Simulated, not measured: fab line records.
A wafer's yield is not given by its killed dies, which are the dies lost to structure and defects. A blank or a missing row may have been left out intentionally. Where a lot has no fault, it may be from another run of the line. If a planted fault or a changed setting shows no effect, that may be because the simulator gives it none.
Chamber matching    flow nand-harc    NHARC_A_STAIRCASE_DESCUM_252 on rie-diel-07 has 4 sister chambers
The step chemistry O2, time 3 s. 4 wafers are shown with their chamber, then 11 later ones without.

## WAFERS PAIRED WITH THEIR CHAMBERS
wafer   chamber  drypump-motor-current-A (A)
L083.5  2        5.9
L083.3  1        6.3
L083.4  0        5.8
L084.1  3        4.9

## WAFERS MISSING THEIR CHAMBER
wafer   drypump-motor-current-A (A)
L084.2  5.9
L084.6  5.9
L088.1  5.8
L088.5  5.9
L088.6  4.9
L096.1  4.9
L096.3  5.8
L096.4  5.9
L097.1  6.2
L097.4  4.9
L097.5  4.9

## WHICH CHAMBER EACH WENT THROUGH
wafer    from the rows above   in truth
L084.2   2                     2
L084.6   2                     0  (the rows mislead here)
L088.1   0                     0
L088.5   2                     2
L088.6   3                     3
L096.1   3                     3
L096.3   0                     0
L096.4   2                     2
L097.1   1                     1
L097.4   3                     3
L097.5   3                     3
Correct placement for 10 of the 11. Can't be placed from these rows: 0. Wrongly placed: 1.
How it was worked out, from the rows above alone: a wafer's distance from a chamber is the root of the sum, over the readings, of the square of ((its reading less the chamber's mean) divided by the reading's scatter). The wafer belongs to the nearest chamber; if the next one is less than 2 further off, it can't be placed. A chamber's mean is the mean of its shown wafers. The scatter: root of mean squared gap, hidden wafer to nearest shown wafer, with one shown wafer a chamber.
